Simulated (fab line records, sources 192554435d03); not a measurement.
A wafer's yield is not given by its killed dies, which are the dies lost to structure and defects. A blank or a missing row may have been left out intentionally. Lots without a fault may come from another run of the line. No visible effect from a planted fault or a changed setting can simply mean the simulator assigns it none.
Chamber matching	flow n5_finfet	N5_PASSIVATION_PECVD_00 on pecvd-01 has 3 sister chambers
The step deposits SiO2 from SiH4/N2O, target thk 200 nm, time 11.2 s. 6 wafers are shown with their chamber, then 10 later ones without.

EACH WAFER AND ITS CHAMBER
wafer	chamber	showerhead_plenum_p_Torr (Torr)	showerhead_vpp_V (V)
L087.6	2	8.12	1636
L089.2	2	8.11	1623
L092.3	0	8.30	1514
L092.4	1	8.17	1476
L091.2	1	8.18	1474
L091.3	0	8.28	1522

WAFERS WITH NO CHAMBER GIVEN
wafer	showerhead_plenum_p_Torr (Torr)	showerhead_vpp_V (V)
L091.6	8.25	1540
L090.2	8.28	1533
L090.3	8.28	1529
L090.6	8.26	1524
L093.1	8.19	1485
L093.2	8.26	1525
L093.5	8.28	1508
L094.1	8.29	1551
L094.5	8.26	1538
L094.6	8.18	1464

CHAMBER TAKEN BY EACH
wafer	from the rows above	in truth
L091.6	0	0
L090.2	0	0
L090.3	0	0
L090.6	0	0
L093.1	1	1
L093.2	0	0
L093.5	0	0
L094.1	0	0
L094.5	0	0
L094.6	1	1
10 of 10 placed correctly. Can't be placed from these rows: 0. 0 placed wrongly.
How it was worked out, from the rows above alone: a wafer's distance from a chamber is the root of the sum, over the readings, of the square of ((its reading less the chamber's mean) divided by the reading's scatter). If the next closest chamber is less than 2 further off than the closest, the wafer can't be placed; otherwise it belongs to the closest. Each chamber's mean is taken over the wafers shown for it. The scatter: the root of (the sum of the squares of (reading less its chamber's mean) over the shown wafers, divided by (wafers less chambers)).
